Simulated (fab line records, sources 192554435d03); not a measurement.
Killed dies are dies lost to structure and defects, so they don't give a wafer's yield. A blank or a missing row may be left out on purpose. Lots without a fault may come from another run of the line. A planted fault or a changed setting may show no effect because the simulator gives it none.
fab line records | flow n5_finfet
record lots=5 wafers=15 last_day=16
route steps=1938 shown BEOL_M1@828 BEOL_M2@841
lots that met no fault: from a run of the same line without faults
start_h: hours from the record's first day to the start of the lot's first wafer shown | wait_h: hours since the lot's step before | " the same as in the row above | L1.1+2: a row that stands for several wafers | - no value, or no start given | * or withheld: withheld | < > ~ a bound
route shown NAME@n: a module of which the file shows steps, and the number in the route of the first | usual: mean/standard deviation of fault-free wafers | same: alike in all rows | chamber/n: place in a boat | sites: the reading at each site | _std_site: their standard deviation | _edge_site: outer sites' mean less inner sites' | radius_mm: how far each site lies from the wafer's centre | mask NAME#n: copy n | behind: the tool/chamber that last shaped the wafer | hold: why the lot was held/for how many hours/how that ended | device: the transistor (n, p or np) that didn't switch | end of line: the same wafers' tests at the end of the route | a step without rows: its recipe alone | killed: dies lost to structure and defects at the first sort, not the wafer's yield | map: a wafer's dies, x killed, . not, _ none there
set.NAME: the setting as run; set.NAME@STEP: as run at that earlier step | model.NAME: the simulator's own value behind a step, which no gauge read
lots at some steps of the route; a table a step, a row a wafer
services: from which hour (start_h, from the record's first day; less than 0 if before it) a tool's chamber was out of use, for how many hours, and why
## steps
# step N5_BEOL_M1_SPUTTER_94
# recipe material=Cu target_thk_a=45 temp_c=-20 chamber_pressure_pa=0.07 power_w=withheld time_s=8.29
# usual chuck_gas_flow_sccm=1.26/0.05 substrate_temp_c=-19.98/0.11 throttle_valve_pct=29.6/0.98
# columns lot.wafer tool chamber start_h wait_h chuck_gas_flow_sccm substrate_temp_c throttle_valve_pct
L078.1 pvd_sputter-03 - 150.59 0.1 1.27 -20.00 30.0
L078.5 " - " " 1.32 -20.04 28.9
L078.6 " - " " 1.19 -19.83 30.6
L080.2 pvd_sputter-02 - 161.20 0.1 1.21 -20.03 30.4
L080.5 " - " " 1.21 -20.16 30.5
L080.6 " - " " 1.33 -20.05 30.4
L087.1 pvd_sputter-01 - 208.91 0.1 1.37 -20.06 32.2
L087.2 " - " " 1.32 -20.07 28.6
L087.4 " - " " 1.26 -20.01 29.6
L088.2 pvd_sputter-02 - 213.68 0.1 1.26 -20.08 28.4
L088.3 " - " " 1.31 -20.07 30.3
L088.4 " - " " 1.27 -20.04 30.2
L096.1 pvd_sputter-01 - 259.00 0.1 1.34 -19.98 32.1
L096.2 " - " " 1.26 -20.02 29.6
L096.3 " - " " 1.23 -19.96 29.2
# step N5_BEOL_M1_ANNEAL_95
# recipe temp_c=400 time_s=240 ambient=vacuum
# usual heater_power_w=855/86
# columns lot.wafer tool chamber start_h wait_h heater_power_w
L078.1 pvd_sputter-03 - 150.67 0.0 860
L078.5 " - " " 947
L078.6 " - " " 1007
L080.2 pvd_sputter-02 - 161.28 0.0 710
L080.5 " - " " 793
L080.6 " - " " 726
L087.1 pvd_sputter-01 - 208.99 0.0 787
L087.2 " - " " 928
L087.4 " - " " 990
L088.2 pvd_sputter-02 - 213.76 0.0 822
L088.3 " - " " 730
L088.4 " - " " 876
L096.1 pvd_sputter-01 - 259.08 0.0 802
L096.2 " - " " 996
L096.3 " - " " 737
# step N5_BEOL_M1_SPUTTER_96
# recipe material=Cu target_thk_a=45 temp_c=-20 chamber_pressure_pa=0.07 power_w=withheld time_s=8.29
# usual chuck_gas_flow_sccm=1.25/0.052 substrate_temp_c=-19.99/0.11 throttle_valve_pct=29.6/0.95
# columns lot.wafer tool chamber start_h wait_h chuck_gas_flow_sccm substrate_temp_c throttle_valve_pct
L078.1 pvd_sputter-03 - 150.81 0.1 1.26 -20.07 30.1
L078.5 " - " " 1.19 -20.07 28.8
L078.6 " - " " 1.28 -19.93 30.7
L080.2 pvd_sputter-02 - 161.42 0.1 1.29 -20.14 30.3
L080.5 " - " " 1.22 -19.84 30.4
L080.6 " - " " 1.14 -19.96 30.0
L087.1 pvd_sputter-01 - 209.13 0.1 1.12 -19.94 32.0
L087.2 " - " " 1.27 -20.16 28.6
L087.4 " - " " 1.33 -19.96 29.7
L088.2 pvd_sputter-02 - 213.90 0.1 1.22 -20.02 28.5
L088.3 " - " " 1.19 -19.76 30.2
L088.4 " - " " 1.23 -20.01 29.9
L096.1 pvd_sputter-01 - 259.22 0.1 1.22 -20.01 32.3
L096.2 " - " " 1.26 -19.94 29.7
L096.3 " - " " 1.27 -20.00 29.3
# step N5_BEOL_M1_ECD_50
# recipe material=Cu target_thk_a=3000
# columns lot.wafer tool chamber start_h wait_h
L078.1+5+6 ecd_cu-02 0,0,1 150.93 0.1
L080.2+5+6 ecd_cu-01 1,1,0 161.55 0.1
L087.1+2+4 ecd_cu-01 0,1,0 209.24 0.1
L088.2+3+4 ecd_cu-02 0,1,0 214.01 0.1
L096.1+2+3 ecd_cu-01 0,1,0 259.34 0.1
# step N5_BEOL_M1_ANNEAL_51
# recipe temp_c=225 time_s=90 ambient=N2
# usual wafer_temp_C_max=226.02/0.26
# columns lot.wafer tool chamber start_h wait_h wafer_temp_C_max
L078.1 rtp_anneal-02 0 151.01 0.1 226.22
L078.5 " 0 " " 226.14
L078.6 " 0 " " 226.90
L080.2 rtp_anneal-02 0 161.68 0.1 225.90
L080.5 " 0 " " 226.03
L080.6 " 0 " " 225.91
L087.1 rtp_anneal-01 0 209.32 0.1 225.71
L087.2 " 0 " " 225.78
L087.4 " 0 " " 225.72
L088.2 rtp_anneal-02 0 214.14 0.1 226.10
L088.3 " 0 " " 225.79
L088.4 " 0 " " 225.98
L096.1 rtp_anneal-01 0 259.42 0.1 225.96
L096.2 " 0 " " 226.09
L096.3 " 0 " " 226.06
# step N5_BEOL_M1_CMP_52
# recipe stop_on=SiOC t_overpolish_s=6.8 down_force_psi=1 platen_rpm=50 clearing_platen_down_force_psi=1.5 clearing_platen_rpm=50 post_cmp_clean=cu_alkaline target_thk_nm=40 clearing_platen_pad_velocity_m_s=0.99484 pad_velocity_m_s=0.99484
# usual barrier_field_endpoint_s=25.0/0.88 motor_current_A=6.0/0.75 overpolish_run_s=6.800/0.0093 slurry_flow_ml_min=149.9/0.47 time_to_endpoint_s=63/4.9
# columns lot.wafer tool chamber start_h wait_h barrier_field_endpoint_s motor_current_A overpolish_run_s slurry_flow_ml_min time_to_endpoint_s
L078.1 cmp-04 1 151.42 0.4 24.4 5.0 6.799 149.8 67
L078.6 " 2 " " 23.0 7.0 6.798 149.0 61
L078.5 " 3 " " 23.1 6.4 6.803 149.8 55
L080.2 cmp-01 1 162.06 0.3 24.4 5.9 6.787 149.0 62
L080.6 " 2 " " 24.9 5.0 6.775 149.3 58
L080.5 " 3 " " 25.4 6.2 6.799 149.9 65
L087.1 cmp-04 1 209.62 0.3 24.5 4.7 6.788 149.5 67
L087.2 " 2 " " 23.4 6.9 6.793 149.5 59
L087.4 " 0 " " 25.4 6.0 6.799 149.6 64
L088.3 cmp-04 1 214.39 0.2 25.8 5.3 6.788 150.5 66
L088.4 " 2 " " 24.7 6.8 6.791 149.8 61
L088.2 " 0 " " 25.1 6.0 6.786 149.7 59
L096.1 cmp-02 1 259.71 0.3 25.8 6.5 6.789 149.6 68
L096.3 " 2 " " 26.0 6.3 6.806 149.1 69
L096.2 " 0 " " 24.3 5.5 6.803 150.6 62
# step N5_BEOL_M1_THK_MEAS_53
# recipe thk_meas_gauge=xrf reads=Cu_of_BEOL_M1_ECD_50
# usual M1_THK=41.7/2.1
# columns lot.wafer tool chamber start_h wait_h M1_THK[nm]
L078.1 film_metro-01 - 151.60 - 41.6
L078.5 " - " " 39.0
L078.6 " - " " 39.2
L080.2 film_metro-01 - 162.24 - 40.9
L080.5 " - " " 44.0
L080.6 " - " " 39.3
L087.1 film_metro-01 - 209.91 - 43.1
L087.2 " - " " 37.4
L087.4 " - " " 39.8
L088.2 film_metro-01 - 214.68 - 40.6
L088.3 " - " " 43.3
L088.4 " - " " 43.0
L096.1 film_metro-02 - 260.01 - 42.2
L096.2 " - " " 40.8
L096.3 " - " " 44.3
# step N5_BEOL_M1_PRE_CLEAN_60
# recipe gas=NH3/H2 time_s=15 temp_c=* rf_power_w=300
# usual heater_power_w=88/14
# columns lot.wafer tool chamber start_h wait_h heater_power_w
L078.1 cvd_co-01 0 151.63 0.0 68
L078.5 " 1 " " 91
L078.6 " 0 " " 69
L080.2 cvd_co-01 2 162.51 0.3 101
L080.5 " 1 " " 91
L080.6 " 2 " " 99
L087.1 cvd_co-01 1 209.95 0.0 92
L087.2 " 2 " " 103
L087.4 " 1 " " 90
L088.2 cvd_co-02 0 214.72 0.0 110
L088.3 " 2 " " 75
L088.4 " 2 " " 76
L096.1 cvd_co-02 2 260.05 0.0 75
L096.2 " 1 " " 80
L096.3 " 0 " " 110
# step N5_BEOL_M1_CO_CAP_55
# recipe material=Co target_thk_a=20 temp_c=200 precursor=CCTBA/H2 pressure_torr=30 time_s=102.1
# usual heater_power_w=240/18
# columns lot.wafer tool chamber start_h wait_h heater_power_w
L078.1 cvd_co-01 0 151.67 0.0 212
L078.5 " 1 " " 242
L078.6 " 0 " " 216
L080.2 cvd_co-01 2 162.55 0.0 260
L080.5 " 1 " " 241
L080.6 " 2 " " 248
L087.1 cvd_co-01 1 209.99 0.0 242
L087.2 " 2 " " 255
L087.4 " 1 " " 242
L088.2 cvd_co-02 0 214.76 0.0 269
L088.3 " 2 " " 222
L088.4 " 2 " " 225
L096.1 cvd_co-02 2 260.09 0.0 229
L096.2 " 1 " " 233
L096.3 " 0 " " 272
# step N5_BEOL_M1_PRE_CLEAN_56
# recipe gas=NH3 time_s=15 temp_c=withheld rf_power_w=300
# columns lot.wafer tool chamber start_h wait_h
L078.1+5+6 pecvd-03 2,2,1 151.76 0.1
L080.2+5+6 pecvd-03 0,1,2 162.64 0.1
L087.1+2+4 pecvd-03 1,2,1 210.08 0.1
L088.2+3+4 pecvd-04 1,2,1 214.85 0.1
L096.1+2+3 pecvd-02 2,0,1 260.18 0.1
# step N5_BEOL_M1_DEP_57
# recipe material=SiCN target_thk_a=80 temp_c=withheld precursor=3MS/NH3 pressure_torr=3 rf_w=202 time_s=14
# usual showerhead_plenum_p_Torr=3.661/0.012 showerhead_vpp_V=894/43 throttle_valve_pct=9.2/0.33
# columns lot.wafer tool chamber start_h wait_h showerhead_plenum_p_Torr showerhead_vpp_V throttle_valve_pct
L078.1 pecvd-03 2 151.79 0.0 3.658 870 9.0
L078.5 " 2 " " 3.654 850 9.0
L078.6 " 1 " " 3.638 908 9.2
L080.2 pecvd-03 0 162.67 0.0 3.681 815 10.0
L080.5 " 1 " " 3.653 897 9.2
L080.6 " 2 " " 3.664 849 8.7
L087.1 pecvd-03 1 210.11 0.0 3.647 912 9.3
L087.2 " 2 " " 3.662 848 8.9
L087.4 " 1 " " 3.647 902 9.2
L088.2 pecvd-04 1 214.88 0.0 3.678 867 9.0
L088.3 " 2 " " 3.649 924 9.1
L088.4 " 1 " " 3.676 850 9.0
L096.1 pecvd-02 2 260.20 0.0 3.650 940 8.3
L096.2 " 0 " " 3.680 877 9.3
L096.3 " 1 " " 3.667 925 9.2
# step N5_BEOL_M1_RS_MEAS_58
# recipe thk_meas_gauge=four-point-probe reads=Co_of_BEOL_M1_CO_CAP_55+Cu_of_BEOL_M1_ECD_50+Co_of_BEOL_M1_CVD_47+TaN_of_BEOL_M1_ALD_84
# usual M1_RS=0.65/0.044
# columns lot.wafer tool chamber start_h wait_h M1_RS[ohm/sq]
L078.1 film_metro-01 - 151.86 0.0 0.65
L078.5 " - " " 0.70
L078.6 " - " " 0.69
L080.2 film_metro-02 - 162.74 0.1 0.66
L080.5 " - " " 0.61
L080.6 " - " " 0.70
L087.1 film_metro-02 - 210.17 0.0 0.62
L087.2 " - " " 0.74
L087.4 " - " " 0.68
L088.2 film_metro-01 - 214.94 0.1 0.67
L088.3 " - " " 0.62
L088.4 " - " " 0.62
L096.1 film_metro-02 - 260.27 0.0 0.65
L096.2 " - " " 0.68
L096.3 " - " " 0.61
# step N5_BEOL_M1_INSPECT_59
# recipe inspect_instrument=darkfield mode=post_dep
# usual raw_defect_count=70/23
# columns lot.wafer tool chamber start_h wait_h raw_defect_count
L078.1 defect_inspect-01 - 151.88 0.0 26
L078.5 " - " " 40
L078.6 " - " " 40
L080.2 defect_inspect-02 - 162.76 0.0 95
L080.5 " - " " 83
L080.6 " - " " 63
L087.1 defect_inspect-01 - 210.20 0.0 41
L087.2 " - " " 52
L087.4 " - " " 77
L088.2 defect_inspect-01 - 214.97 0.0 68
L088.3 " - " " 59
L088.4 " - " " 55
L096.1 defect_inspect-01 - 260.29 0.0 97
L096.2 " - " " 77
L096.3 " - " " 62
# step N5_BEOL_M2_ILD_DEP_00
# recipe material=SiOC target_thk_a=790 temp_c=350 precursor=DEMS/O2 pressure_torr=5 rf_w=500 time_s=15.3
# usual heater_power_w=492/59 showerhead_plenum_p_Torr=5.694/0.012 showerhead_vpp_V=1362/89 throttle_valve_pct=12.3/0.37
# columns lot.wafer tool chamber start_h wait_h heater_power_w showerhead_plenum_p_Torr showerhead_vpp_V throttle_valve_pct
L078.1 pecvd-04 2 151.92 0.0 419 5.692 1453 12.1
L078.5 " 1 " " 492 5.706 1336 11.7
L078.6 " 2 " " 419 5.702 1472 11.9
L080.2 pecvd-04 2 162.80 0.0 445 5.675 1458 12.3
L080.5 " 0 " " 439 5.670 1522 12.2
L080.6 " 1 " " 568 5.700 1349 12.0
L087.1 pecvd-02 1 210.24 0.0 519 5.684 1459 12.1
L087.2 " 0 " " 527 5.711 1368 12.4
L087.4 " 0 " " 530 5.710 1353 12.6
L088.2 pecvd-02 1 215.01 0.0 500 5.678 1455 12.3
L088.3 " 1 " " 497 5.682 1464 12.3
L088.4 " 0 " " 509 5.709 1367 12.3
L096.1 pecvd-04 1 260.33 0.0 549 5.694 1353 11.5
L096.2 " 2 " " 432 5.665 1438 12.3
L096.3 " 0 " " 426 5.687 1485 12.3
# step N5_BEOL_M2_THK_MEAS_01
# recipe reads=SiOC_of_BEOL_M2_ILD_DEP_00
# usual M2_ILD_THK=78.5/1.3
# columns lot.wafer tool chamber start_h wait_h M2_ILD_THK[nm]
L078.1 film_metro-02 - 151.99 0.0 76.3
L078.5 " - " " 76.9
L078.6 " - " " 76.6
L080.2 film_metro-02 - 162.87 0.1 75.8
L080.5 " - " " 78.2
L080.6 " - " " 78.0
L087.1 film_metro-02 - 210.32 0.1 75.3
L087.2 " - " " 77.4
L087.4 " - " " 78.4
L088.2 film_metro-01 - 215.09 0.1 77.4
L088.3 " - " " 77.4
L088.4 " - " " 79.4
L096.1 film_metro-02 - 260.40 0.0 78.5
L096.2 " - " " 77.9
L096.3 " - " " 78.4
# step N5_BEOL_M2_PECVD_72
# recipe material=SiO2 target_thk_a=160 temp_c=400 precursor=TEOS/O2 pressure_torr=5.5 rf_w=450 teos_flow_sccm=53.8 gas=O2 flow_sccm=3000 time_s=18
# usual heater_power_w=710/85 showerhead_plenum_p_Torr=8.78/0.044 showerhead_vpp_V=1308/92 throttle_valve_pct=22.9/0.52
# columns lot.wafer tool chamber start_h wait_h heater_power_w showerhead_plenum_p_Torr showerhead_vpp_V throttle_valve_pct
L078.1 pecvd-02 0 152.02 0.0 874 8.81 1303 22.7
L078.5 " 2 " " 687 8.72 1394 22.8
L078.6 " 0 " " 900 8.83 1308 22.9
L080.2 pecvd-02 0 162.90 0.0 885 8.84 1289 23.0
L080.5 " 2 " " 707 8.72 1410 22.8
L080.6 " 1 " " 661 8.74 1360 22.8
L087.1 pecvd-01 1 210.36 0.0 796 8.80 1219 23.3
L087.2 " 2 " " 627 8.79 1147 22.0
L087.4 " 1 " " 790 8.79 1252 23.4
L088.2 pecvd-02 0 215.13 0.0 846 8.82 1297 23.2
L088.3 " 0 " " 871 8.82 1291 23.1
L088.4 " 1 " " 698 8.75 1382 22.7
L096.1 pecvd-01 0 260.44 0.0 569 8.81 1224 23.7
L096.2 " 1 " " 728 8.78 1243 23.4
L096.3 " 2 " " 706 8.81 1129 22.1
# step N5_BEOL_M2_HM_DEP_02
# recipe material=TiN target_thk_a=200 temp_c=25 chamber_pressure_pa=0.49996
# usual substrate_temp_c=25.01/0.098 throttle_valve_pct=29.7/1.1
# columns lot.wafer tool chamber start_h wait_h substrate_temp_c throttle_valve_pct
L078.1 pvd_sputter-03 - 152.75 0.7 25.09 28.8
L078.5 " - " " 25.06 28.8
L078.6 " - " " 25.06 28.7
L080.2 pvd_sputter-01 - 164.59 1.7 25.17 29.3
L080.5 " - " " 25.03 28.3
L080.6 " - " " 25.11 29.4
L087.1 pvd_sputter-01 - 211.09 0.7 25.07 32.0
L087.2 " - " " 25.05 28.5
L087.4 " - " " 24.99 29.6
L088.2 pvd_sputter-02 - 215.20 0.1 24.98 30.4
L088.3 " - " " 24.94 28.5
L088.4 " - " " 24.99 29.8
L096.1 pvd_sputter-02 - 262.28 1.8 24.97 28.2
L096.2 " - " " 24.99 29.9
L096.3 " - " " 25.16 30.4
# step N5_BEOL_M2_COAT_61
# recipe resist=SOC temp_c=250 time_s=60 spin_rpm=1500 resist_thk_nm=60
# usual exhaust_pa=45.0/0.94 heater_power_total_W=500.3/1.9 spin_speed_rpm=1500.0/0.99
# columns lot.wafer tool chamber start_h wait_h exhaust_pa heater_power_total_W spin_speed_rpm
L078.1 litho_track-04 0 152.88 0.1 45.0 502.0 1501.3
L078.5 " 0 " " 44.0 502.4 1500.0
L078.6 " 0 " " 45.7 501.5 1500.7
L080.2 litho_track-03 0 164.72 0.1 45.0 498.8 1501.0
L080.5 " 0 " " 44.3 498.2 1499.8
L080.6 " 0 " " 44.2 497.5 1499.0
L087.1 litho_track-05 0 211.21 0.1 43.0 503.1 1500.8
L087.2 " 0 " " 43.4 498.9 1499.9
L087.4 " 0 " " 43.7 502.2 1499.6
L088.2 litho_track-05 0 215.33 0.1 44.9 500.3 1500.0
L088.3 " 0 " " 45.6 501.6 1498.4
L088.4 " 0 " " 46.0 498.6 1499.8
L096.1 litho_track-03 0 262.41 0.1 45.6 501.4 1501.0
L096.2 " 0 " " 46.3 497.7 1502.0
L096.3 " 0 " " 47.1 503.3 1500.4
# step N5_BEOL_M2_COAT_62
# recipe resist=SiARC temp_c=220 time_s=60 spin_rpm=1500 resist_thk_nm=12
# usual exhaust_pa=44.9/0.78 heater_power_total_W=427.4/2 spin_speed_rpm=1499.9/0.94
# columns lot.wafer tool chamber start_h wait_h exhaust_pa heater_power_total_W spin_speed_rpm
L078.1 litho_track-04 0 - - 45.0 429.6 1499.5
L078.5 " 0 " " 43.7 426.0 1500.8
L078.6 " 0 " " 44.8 428.1 1501.4
L080.2 litho_track-03 0 - - 44.2 430.2 1500.6
L080.5 " 0 " " 44.9 429.0 1500.1
L080.6 " 0 " " 44.9 426.1 1500.2
L087.1 litho_track-05 0 - - 45.4 429.3 1497.0
L087.2 " 0 " " 45.4 426.2 1498.5
L087.4 " 0 " " 44.9 427.3 1500.1
L088.2 litho_track-05 0 - - 45.8 425.4 1499.8
L088.3 " 0 " " 45.7 428.7 1500.6
L088.4 " 0 " " 44.3 424.9 1497.7
L096.1 litho_track-03 0 - - 43.9 424.3 1498.8
L096.2 " 0 " " 43.6 424.5 1499.3
L096.3 " 0 " " 44.5 425.5 1500.7
# step N5_BEOL_M2_COAT_73
# recipe resist=underlayer temp_c=205 time_s=60 spin_rpm=1500 resist_thk_nm=5
# usual exhaust_pa=44.9/0.83 heater_power_total_W=391.8/1.4 spin_speed_rpm=1500.0/1
# columns lot.wafer tool chamber start_h wait_h exhaust_pa heater_power_total_W spin_speed_rpm
L078.1 litho_track-04 0 - - 45.8 391.2 1500.2
L078.5 " 0 " " 45.1 391.0 1499.9
L078.6 " 0 " " 45.6 391.5 1501.5
L080.2 litho_track-03 0 - - 43.3 394.0 1499.5
L080.5 " 0 " " 43.6 393.0 1499.1
L080.6 " 0 " " 44.4 392.8 1500.2
L087.1 litho_track-05 0 - - 45.5 393.7 1499.7
L087.2 " 0 " " 43.5 393.8 1500.7
L087.4 " 0 " " 44.7 394.0 1501.2
L088.2 litho_track-05 0 - - 43.4 393.0 1500.1
L088.3 " 0 " " 45.3 390.9 1501.1
L088.4 " 0 " " 44.4 394.0 1500.2
L096.1 litho_track-03 0 - - 45.5 393.4 1500.6
L096.2 " 0 " " 43.9 390.2 1499.3
L096.3 " 0 " " 45.3 390.8 1500.5
# step N5_BEOL_M2_COAT_05
# recipe resist=CAR-EUV spin_rpm=1500 resist_thk_nm=30
# usual exhaust_pa=45.1/0.95 spin_speed_rpm=1500.1/1.1
# columns lot.wafer tool chamber start_h wait_h exhaust_pa spin_speed_rpm
L078.1 litho_track-04 0 - - 44.5 1498.6
L078.5 " 0 " " 44.0 1500.4
L078.6 " 0 " " 44.9 1501.2
L080.2 litho_track-03 0 - - 46.1 1500.7
L080.5 " 0 " " 46.5 1500.7
L080.6 " 0 " " 46.2 1501.1
L087.1 litho_track-05 0 - - 45.8 1501.5
L087.2 " 0 " " 45.3 1499.8
L087.4 " 0 " " 44.2 1499.5
L088.2 litho_track-05 0 - - 46.1 1498.4
L088.3 " 0 " " 46.2 1497.3
L088.4 " 0 " " 46.4 1499.3
L096.1 litho_track-03 0 - - 44.4 1501.0
L096.2 " 0 " " 45.2 1501.8
L096.3 " 0 " " 43.9 1500.2
# step N5_BEOL_M2_EBR_07
# recipe solvent=PGMEA ebr_width_mm=1.5
# usual exhaust_pa=45.0/1
# columns lot.wafer tool chamber start_h wait_h exhaust_pa
L078.1 litho_track-04 0 - - 45.4
L078.5 " 0 " " 44.5
L078.6 " 0 " " 43.8
L080.2 litho_track-03 0 - - 44.2
L080.5 " 0 " " 44.6
L080.6 " 0 " " 44.9
L087.1 litho_track-05 0 - - 46.6
L087.2 " 0 " " 46.9
L087.4 " 0 " " 46.0
L088.2 litho_track-05 0 - - 44.3
L088.3 " 0 " " 45.1
L088.4 " 0 " " 44.9
L096.1 litho_track-03 0 - - 44.9
L096.2 " 0 " " 43.1
L096.3 " 0 " " 45.0
# step N5_BEOL_M2_SOFTBAKE_06
# recipe temp_c=110 time_s=60 resist=CAR-EUV
# usual exhaust_pa=44.9/0.86 heater_power_total_W=175.5/1.6
# columns lot.wafer tool chamber start_h wait_h exhaust_pa heater_power_total_W
L078.1 litho_track-04 0 - - 45.8 177.6
L078.5 " 0 " " 44.1 175.5
L078.6 " 0 " " 43.9 177.6
L080.2 litho_track-03 0 - - 44.3 177.6
L080.5 " 0 " " 44.8 175.2
L080.6 " 0 " " 45.0 175.9
L087.1 litho_track-05 0 - - 45.2 174.4
L087.2 " 0 " " 45.6 175.9
L087.4 " 0 " " 44.3 173.7
L088.2 litho_track-05 0 - - 43.5 175.8
L088.3 " 0 " " 44.1 175.3
L088.4 " 0 " " 42.9 177.3
L096.1 litho_track-03 0 - - 45.0 176.2
L096.2 " 0 " " 45.2 176.8
L096.3 " 0 " " 45.3 176.3
# step N5_BEOL_M2_EXPOSE_08
# recipe mask_id=M2 na=0.33 source_shape=dipole sigma_inner=0.369 sigma_outer=0.767 polarization=unpolarized dose_mj=41.25
# columns lot.wafer tool chamber start_h wait_h mask
L078.1+5+6 euv_scanner-02 0 153.14 - M2#0
L080.2+5+6 euv_scanner-01 0 164.86 - M2#0
L087.1+2+4 euv_scanner-01 0 211.35 - M2#0
L088.2+3+4 euv_scanner-02 0 215.60 - M2#0
L096.1+2+3 euv_scanner-02 0 262.67 - M2#0
# step N5_BEOL_M2_PEB_09
# recipe peb_temp_c=100 peb_time_s=60 resist=CAR-EUV
# usual exhaust_pa=45.2/0.93 heater_power_total_W=154.0/1
# columns lot.wafer tool chamber start_h wait_h exhaust_pa heater_power_total_W
L078.1 litho_track-05 0 153.20 0.1 46.0 154.0
L078.5 " 0 " " 45.2 152.5
L078.6 " 0 " " 47.1 153.8
L080.2 litho_track-05 0 164.92 0.1 45.5 153.0
L080.5 " 0 " " 44.9 154.5
L080.6 " 0 " " 46.2 155.6
L087.1 litho_track-04 0 211.41 0.1 43.0 153.7
L087.2 " 0 " " 43.2 155.4
L087.4 " 0 " " 43.8 152.7
L088.2 litho_track-05 0 215.66 0.1 44.4 152.6
L088.3 " 0 " " 44.2 155.4
L088.4 " 0 " " 43.9 152.7
L096.1 litho_track-03 0 262.74 0.1 44.5 153.8
L096.2 " 0 " " 45.6 155.3
L096.3 " 0 " " 45.0 152.4
# step N5_BEOL_M2_DEVELOP_10
# recipe develop_time_s=30 developer=TMAH resist=CAR-EUV rinse_liquid=surfactant_rinse dry=air_spin dev_temp_c=23
# usual exhaust_pa=45.1/0.96
# columns lot.wafer tool chamber start_h wait_h exhaust_pa
L078.1 litho_track-05 0 - - 45.0
L078.5 " 0 " " 46.4
L078.6 " 0 " " 45.4
L080.2 litho_track-05 0 - - 45.1
L080.5 " 0 " " 45.4
L080.6 " 0 " " 44.2
L087.1 litho_track-04 0 - - 43.9
L087.2 " 0 " " 46.3
L087.4 " 0 " " 45.8
L088.2 litho_track-05 0 - - 44.8
L088.3 " 0 " " 44.1
L088.4 " 0 " " 44.5
L096.1 litho_track-03 0 - - 43.6
L096.2 " 0 " " 43.4
L096.3 " 0 " " 43.8
# step N5_BEOL_M2_CD_MEAS_11
# recipe target_cd_nm=16.79 landing_energy_ev=500 detector=se_inlens polarity=opening
# usual cd_nm=16.71/0.24
# columns lot.wafer tool chamber start_h wait_h cd_nm
L078.1 cd_sem-03 0 153.27 - 16.34
L078.5 " 0 " " 16.46
L078.6 " 0 " " 16.85
L080.2 cd_sem-01 0 164.99 - 16.81
L080.5 " 0 " " 16.45
L080.6 " 0 " " 16.59
L087.1 cd_sem-03 0 211.48 - 16.57
L087.2 " 0 " " 17.03
L087.4 " 0 " " 16.75
L088.2 cd_sem-02 0 215.72 - 16.90
L088.3 " 0 " " 16.33
L088.4 " 0 " " 16.78
L096.1 cd_sem-01 0 262.81 - 16.42
L096.2 " 0 " " 16.71
L096.3 " 0 " " 16.90
# step N5_BEOL_M2_OVL_MEAS_12
# recipe points_per_wafer=522
# usual M2_OVL=-0.1/0.53
# columns lot.wafer tool chamber start_h wait_h M2_OVL[nm]
L078.1 overlay-02 0 153.30 0.0 0.2
L078.5 " 0 " " 0.5
L078.6 " 0 " " -0.9
L080.2 overlay-02 0 165.02 0.0 0.1
L080.5 " 0 " " 0.4
L080.6 " 0 " " 0.9
L087.1 overlay-02 0 211.51 0.0 0.3
L087.2 " 0 " " -0.4
L087.4 " 0 " " 0.1
L088.2 overlay-02 0 215.76 0.0 -0.9
L088.3 " 0 " " 0.0
L088.4 " 0 " " -0.1
L096.1 overlay-01 0 262.84 0.0 -0.1
L096.2 " 0 " " -0.7
L096.3 " 0 " " 0.1
# step N5_BEOL_M2_INSPECT_13
# recipe mode=adi inspect_instrument=brightfield
# usual raw_defect_count=393/100
# columns lot.wafer tool chamber start_h wait_h raw_defect_count
L078.1 defect_inspect-02 - 153.37 0.1 532
L078.5 " - " " 351
L078.6 " - " " 476
L080.2 defect_inspect-02 - 165.08 0.0 436
L080.5 " - " " 500
L080.6 " - " " 461
L087.1 defect_inspect-01 - 211.57 0.1 390
L087.2 " - " " 532
L087.4 " - " " 373
L088.2 defect_inspect-02 - 215.81 0.0 294
L088.3 " - " " 322
L088.4 " - " " 413
L096.1 defect_inspect-01 - 262.89 0.1 373
L096.2 " - " " 355
L096.3 " - " " 591
# step N5_BEOL_M2_DESCUM_16
# recipe chemistry=O2 time_s=7 source_power_w=50 bias_power_w=20 pressure_mtorr=20 rf_frequency_hz=2.712e+07 temp_c=40 resist=CAR-EUV o2_flow_sccm=225
# usual drypump_motor_current_A=5.7/0.52 oes_product_au=0.83/0.083 rf_vpp_V=242.7/0.98 showerhead_plenum_p_Torr=2.07/0.043 throttle_valve_pct=20.45/0.26
# columns lot.wafer tool chamber start_h wait_h drypump_motor_current_A oes_product_au rf_hours_counter_h rf_vpp_V showerhead_plenum_p_Torr throttle_valve_pct
L078.1 rie_diel-04 1 153.40 0.0 5.4 0.89 43 244.2 2.14 20.44
L078.5 " 2 " " 5.3 0.95 - 244.8 2.07 20.22
L078.6 " 1 " " 5.4 0.89 - 243.2 2.15 20.45
L080.2 rie_diel-01 3 165.11 0.0 6.0 0.82 93 242.8 2.09 20.41
L080.5 " 3 " " 6.0 0.81 - 244.3 2.09 20.42
L080.6 " 0 " " 6.3 0.78 - 243.0 2.11 20.52
L087.1 rie_diel-05 2 211.60 0.0 6.7 0.72 195 244.4 2.06 20.84
L087.2 " 0 " " 5.1 0.85 74 241.7 2.03 20.32
L087.4 " 3 " " 5.0 0.93 35 241.9 2.04 20.25
L088.2 rie_diel-01 2 215.84 0.0 5.3 0.75 147 243.7 2.16 20.41
L088.3 " 0 " " 6.3 0.77 151 242.6 2.11 20.53
L088.4 " 1 " " 5.8 0.68 235 242.0 2.08 21.21
L096.1 rie_diel-05 2 263.29 0.4 6.7 0.69 215 243.9 2.05 20.87
L096.2 " 1 " " 5.7 0.82 81 241.1 2.05 20.61
L096.3 " 0 " " 5.1 0.83 94 241.7 2.02 20.36
## services
# columns tool chamber start_h hours kind
cmp-02 - 132.10 4.0 pm
cmp-04 - 145.70 4.9 pm
pecvd-03 - 150.42 1.3 repair
ecd_cu-02 - 154.37 1.8 repair
euv_scanner-02 - 156.86 1.0 pm
cvd_co-02 2 167.15 5.6 repair
euv_scanner-01 - 173.61 1.0 pm
pecvd-01 - 177.10 1.7 repair
euv_scanner-02 - 182.37 4.6 pm
cmp-04 - 184.76 10.6 repair
rie_diel-05 0 185.05 3.2 repair
pecvd-04 0 193.65 15.3 repair
euv_scanner-02 - 213.01 1.0 pm
euv_scanner-01 - 214.02 4.6 pm
cvd_co-01 - 220.05 1.5 repair
ecd_cu-01 - 222.48 0.5 repair
euv_scanner-01 - 229.76 1.0 pm
rie_diel-05 1 230.89 5.4 repair
cmp-04 - 233.36 2.1 repair
pecvd-03 0 235.17 7.8 repair
pecvd-02 - 236.17 23.9 repair
euv_scanner-02 - 238.46 22.8 repair
pecvd-04 1 244.42 4.1 repair
ecd_cu-02 - 253.39 0.7 repair
## key
fault none
